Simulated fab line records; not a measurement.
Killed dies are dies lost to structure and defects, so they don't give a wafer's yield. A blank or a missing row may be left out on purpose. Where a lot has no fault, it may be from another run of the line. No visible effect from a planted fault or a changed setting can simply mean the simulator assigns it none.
Which tool did it? -- flow n5 finfet -- 8 lots, 24 wafers sampled, at 6 steps of a route of 1938

## WHAT THE GAUGES READ, wafer by wafer
N5_BEOL_M4_RC_MEAS_101. Usual: DIBL_N 36.5 mV/V, standard deviation 1.8; DIBL_P 36.5 mV/V, standard deviation 2.1; IOFF_N 0.17 nA/um, standard deviation 0.031; IOFF_P 0.22 nA/um, standard deviation 0.036; ION_N 677 uA/um, standard deviation 11; ION_P 463 uA/um, standard deviation 8; SS_N 71.6 mV/dec, standard deviation 0.61; SS_P 73.3 mV/dec, standard deviation 0.63; VT_N 249 mV, standard deviation 3.1; VT_P -250 mV, standard deviation 3.3.
lot,measured,on,DIBL_N (mV/V),DIBL_P (mV/V),IOFF_N (nA/um),IOFF_P (nA/um),ION_N (uA/um),ION_P (uA/um),SS_N (mV/dec),SS_P (mV/dec),VT_N (mV),VT_P (mV),flag
L697,day 8 08:12,prober-01,37.0 34.9 37.0,37.2 34.1 35.9,0.18 0.14 0.17,0.21 0.16 0.19,689 662 683,466 451 453,71.7 70.4 71.9,73.5 72.6 73.4,244 251 248,-254 -255 -254,
L701,day 9 10:14,prober-01,38.5 34.7 36.1,38.5 34.7 35.5,0.21 0.14 0.15,0.26 0.20 0.20,694 681 679,476 468 469,72.0 71.0 71.7,73.7 72.8 73.1,242 250 250,-245 -248 -249,
L707,day 11 03:36,prober-02,35.7 35.7 38.2,35.2 35.7 37.1,0.16 0.16 0.19,0.19 0.20 0.22,669 676 681,458 461 461,71.8 71.6 71.7,72.9 73.1 73.4,249 248 249,-252 -251 -252,
L711,day 12 01:16,prober-01,38.7 36.5 37.8,39.2 36.5 38.0,0.20 0.16 0.18,0.24 0.19 0.21,682 671 691,463 458 462,71.7 71.4 71.4,74.4 73.7 73.2,247 250 250,-250 -252 -254,
L713,day 12 10:10,prober-01,33.8 37.1 35.9,31.6 35.1 33.6,0.12 0.19 0.17,0.16 0.22 0.19,667 681 668,455 460 455,70.6 71.2 71.5,71.7 73.0 73.0,252 245 247,-252 -246 -251,
L719,day 14 23:12,prober-01,37.0 40.1 38.5,35.4 39.8 38.1,0.15 0.20 0.18,0.20 0.28 0.25,662 673 667,456 465 461,72.7 72.6 71.9,72.6 74.4 73.8,253 251 248,-251 -245 -247,

## EACH LOT AND THE TOOL THAT RAN IT (in order: tool; ch and the chambers of the sampled wafers; start)
lot,N5_SD_EPI_N_ETCH_34,N5_SD_EPI_N_SD_RECESS_17,N5_SD_EPI_N_VAPOR_ETCH_50,N5_SD_EPI_P_ETCH_37,N5_SD_EPI_P_ETCHBACK_46
L697,"rie diel-05 ch 1,2,3, day 3 05:59","rie si-03 ch 0,1,2, day 3 06:38","epi rpcvd-02 ch 0, day 3 07:27","rie diel-01 ch 2,3, day 3 11:23","rie diel-01 ch 2,3, day 3 11:43"
L701,"rie diel-05 ch 2,3, day 4 07:45","rie si-05 ch 0,1,3, day 4 08:24","epi rpcvd-01 ch 0, day 4 09:17","rie diel-02 ch 0,2,3, day 4 12:15","rie diel-02 ch 0,2,3, day 4 12:34"
L704,"rie diel-03 ch 1,2,3, day 5 01:48","rie si-03 ch 1,2,3, day 5 02:27","epi rpcvd-01 ch 0, day 5 03:16","rie diel-02 ch 0,1,3, day 5 06:47","rie diel-02 ch 0,1,3, day 5 07:07"
L705,"rie diel-05 ch 0,1, day 5 07:59","rie si-02 ch 2,3, day 5 08:38","epi rpcvd-02 ch 0, day 5 09:29","rie diel-02 ch 0,1,3, day 5 12:40","rie diel-02 ch 0,1,3, day 5 12:59"
L707,"rie diel-04 ch 0,2, day 5 21:39","rie si-05 ch 1,2, day 5 22:19","epi rpcvd-04 ch 0, day 5 23:10","rie diel-02 ch 0,3, day 6 02:02","rie diel-02 ch 0,3, day 6 02:22"
L711,"rie diel-05 ch 0,2,3, day 6 18:25","rie si-03 ch 0,2, day 6 19:04","epi rpcvd-04 ch 0, day 6 19:56","rie diel-02 ch 1,3, day 6 22:54","rie diel-02 ch 1,3, day 6 23:13"
L713,"rie diel-03 ch 1,2,3, day 7 07:51","rie si-02 ch 0,3, day 7 08:30","epi rpcvd-01 ch 0, day 7 09:19","rie diel-06 ch 0,3, day 7 12:21","rie diel-06 ch 0,3, day 7 12:40"
L719,"rie diel-05 ch 0,2,3, day 8 18:20","rie si-03 ch 0,1, day 8 18:59","epi rpcvd-01 ch 0, day 8 19:58","rie diel-02 ch 1,2,3, day 8 23:28","rie diel-02 ch 1,2,3, day 8 23:47"
- N5_SD_EPI_N_ETCH_34: etches SiARC in CF4, target depth 45.5 nm, time 75.8 s.
- N5_SD_EPI_N_SD_RECESS_17: chemistry HBr/Cl2/O2, target depth 41 nm, time 23.7 s, bt time 3 s.
- N5_SD_EPI_N_VAPOR_ETCH_50: etches Si in HCl, time 54 s.
- N5_SD_EPI_P_ETCH_37: etches SOC in N2/H2, overetch 108 nm, time 486 s.
- N5_SD_EPI_P_ETCHBACK_46: etches SiNx in CH3F/O2, stops on SiO2, target depth 17.5 nm.

## WHAT THE TOOLS THEMSELVES READ (means of the sampled wafers that have a number; where no wafer has one, the mark that the record gives instead)
N5_SD_EPI_N_ETCH_34. Usual: bias w 36.01 W, standard deviation 0.1; cf4 flow sccm 100.01 sccm, standard deviation 0.29; drypump motor current A 5.8 A, standard deviation 0.38; etch rf on time s 76.7 s, standard deviation 1.7; mfc ar sccm 100.0 sccm, standard deviation 0.33; oes product au 0.66 a.u., standard deviation 0.077; rf vpp V 184.1 V, standard deviation 1.4; showerhead plenum p Torr 2.14 Torr, standard deviation 0.078; throttle valve pct 15.59 %, standard deviation 0.19.
lot,tool,bias w (W),cf4 flow sccm (sccm),drypump motor current A (A),etch rf on time s (s),mfc ar sccm (sccm),oes product au (a.u.),rf vpp V (V),showerhead plenum p Torr (Torr),throttle valve pct (%),flag
L697,rie diel-05,36.06,99.99,5.5,75.9,100.0,0.61,183.8,2.07,15.58,
L701,rie diel-05,35.97,99.88,5.3,75.4,99.9,0.59,182.7,2.07,15.66,
L704,rie diel-03,36.06,100.13,5.7,76.0,99.9,0.67,183.3,2.11,15.70,
L705,rie diel-05,36.01,100.29,5.9,77.6,100.3,0.65,184.0,2.11,15.58,
L707,rie diel-04,36.10,99.70,5.8,75.8,99.7,0.63,183.4,2.11,15.80,
L711,rie diel-05,36.00,99.87,5.8,76.1,100.0,0.70,184.8,2.22,15.50,
L713,rie diel-03,36.01,99.83,5.7,77.4,99.9,0.72,183.8,2.11,15.56,
L719,rie diel-05,35.99,100.21,5.8,76.7,99.6,0.68,185.4,2.22,15.52,

N5_SD_EPI_N_SD_RECESS_17. Usual: drypump motor current A 5.7 A, standard deviation 0.34; oes product au 1.003 a.u., standard deviation 0.014; throttle valve pct 37.19 %, standard deviation 0.21.
lot,tool,drypump motor current A (A),oes product au (a.u.),throttle valve pct (%),flag
L697,rie si-03,5.6,1.008,37.09,
L701,rie si-05,5.7,1.000,37.18,
L704,rie si-03,5.8,0.996,37.04,
L705,rie si-02,5.7,0.999,37.43,
L707,rie si-05,5.8,1.022,37.12,
L711,rie si-03,5.4,0.995,37.12,
L713,rie si-02,5.5,0.999,37.27,
L719,rie si-03,5.7,1.019,37.03,

N5_SD_EPI_N_VAPOR_ETCH_50. Usual: chamber pressure Torr 20.00 Torr, standard deviation 0.046; lamp inner pct 20.6 %, standard deviation 1.2; susceptor temp C 775.0 C, standard deviation 0.3; throttle valve pct 11.9 %, standard deviation 0.34.
lot,tool,chamber pressure Torr (Torr),lamp inner pct (%),susceptor temp C (C),throttle valve pct (%),flag
L697,epi rpcvd-02,20.04,20.1,774.8,11.7,
L701,epi rpcvd-01,20.04,21.7,775.1,11.8,
L704,epi rpcvd-01,20.10,21.7,775.0,11.7,
L705,epi rpcvd-02,20.06,20.1,775.1,11.6,
L707,epi rpcvd-04,20.03,19.0,775.1,12.5,
L711,epi rpcvd-04,19.97,18.9,774.5,12.4,
L713,epi rpcvd-01,19.99,21.5,774.9,11.6,
L719,epi rpcvd-01,19.98,21.7,775.0,11.7,

N5_SD_EPI_P_ETCH_37. Usual: value, then standard deviation, for each; bias w 133.0 W / 0.4; chamber pressure mTorr 20.000 mTorr / 0.019; drypump motor current A 5.7 A / 0.4; oes product au 0.69 a.u. / 0.071; rf vpp V 240.6 V / 1.3; showerhead plenum p Torr 2.53 Torr / 0.079; throttle valve pct 23.77 % / 0.2.
lot,tool,bias w (W),chamber pressure mTorr (mTorr),drypump motor current A (A),oes product au (a.u.),rf vpp V (V),showerhead plenum p Torr (Torr),throttle valve pct (%),flag
L697,rie diel-01,132.8,20.010,5.8,0.73,242.4,2.62,23.62,
L701,rie diel-02,132.8,20.006,6.0,0.65,239.8,2.52,23.87,
L704,rie diel-02,-,-,-,-,-,-,-,OFF
L705,rie diel-02,-,-,-,-,-,-,-,OFF
L707,rie diel-02,133.0,20.003,6.2,0.62,239.9,2.46,23.78,
L711,rie diel-02,133.1,19.990,5.6,0.66,239.3,2.46,23.60,
L713,rie diel-06,132.6,20.016,5.7,0.74,240.8,2.54,23.64,
L719,rie diel-02,132.7,19.988,5.8,0.64,241.2,2.52,23.78,

N5_SD_EPI_P_ETCHBACK_46. Usual: drypump motor current A 5.7 A, standard deviation 0.4; mfc ar sccm 150.1 sccm, standard deviation 0.49; oes product au 0.66 a.u., standard deviation 0.068; rf vpp V 296 V, standard deviation 4.1; showerhead plenum p Torr 2.00 Torr, standard deviation 0.059; throttle valve pct 16.35 %, standard deviation 0.25.
lot,tool,drypump motor current A (A),mfc ar sccm (sccm),oes product au (a.u.),rf vpp V (V),showerhead plenum p Torr (Torr),throttle valve pct (%),flag
L697,rie diel-01,5.8,149.9,0.71,294,2.08,16.16,
L701,rie diel-02,6.0,150.0,0.62,294,1.98,16.54,
L704,rie diel-02,5.8,150.0,0.27,292,1.94,16.40,OFF
L705,rie diel-02,5.8,150.2,0.27,293,1.94,16.40,OFF
L707,rie diel-02,6.2,150.0,0.60,292,1.96,16.57,
L711,rie diel-02,5.6,149.7,0.63,289,1.94,16.17,
L713,rie diel-06,5.6,150.0,0.70,296,2.01,16.19,
L719,rie diel-02,5.8,150.1,0.61,291,1.98,16.30,

## THE ANSWER, worked out from the rows above alone
Rule: a lot counts as off when the mean over its wafers that have a number is more than 3 standard deviations away from the usual mean. A lot without any number at a reading at which 4 lots or more have one is off too. Where the step has rows for the other lots, those lots are counted as sound. The gauges are gone through in route order, then the tools' own readings, and for those a lot's mean is taken as printed above. The first step at which some lot is off is used, and at that step the reading that is off furthest; a lot without a number counts as furthest.
Off: L704, L705, at N5_SD_EPI_P_ETCH_37 (bias w). Without a number there: L704, L705.
A tool fits if, at that step or a process step before it, it ran every lot that is off, and no sound lot after the first of them. Of those tried, none fits.

## WHAT THE SIMULATOR PUT IN
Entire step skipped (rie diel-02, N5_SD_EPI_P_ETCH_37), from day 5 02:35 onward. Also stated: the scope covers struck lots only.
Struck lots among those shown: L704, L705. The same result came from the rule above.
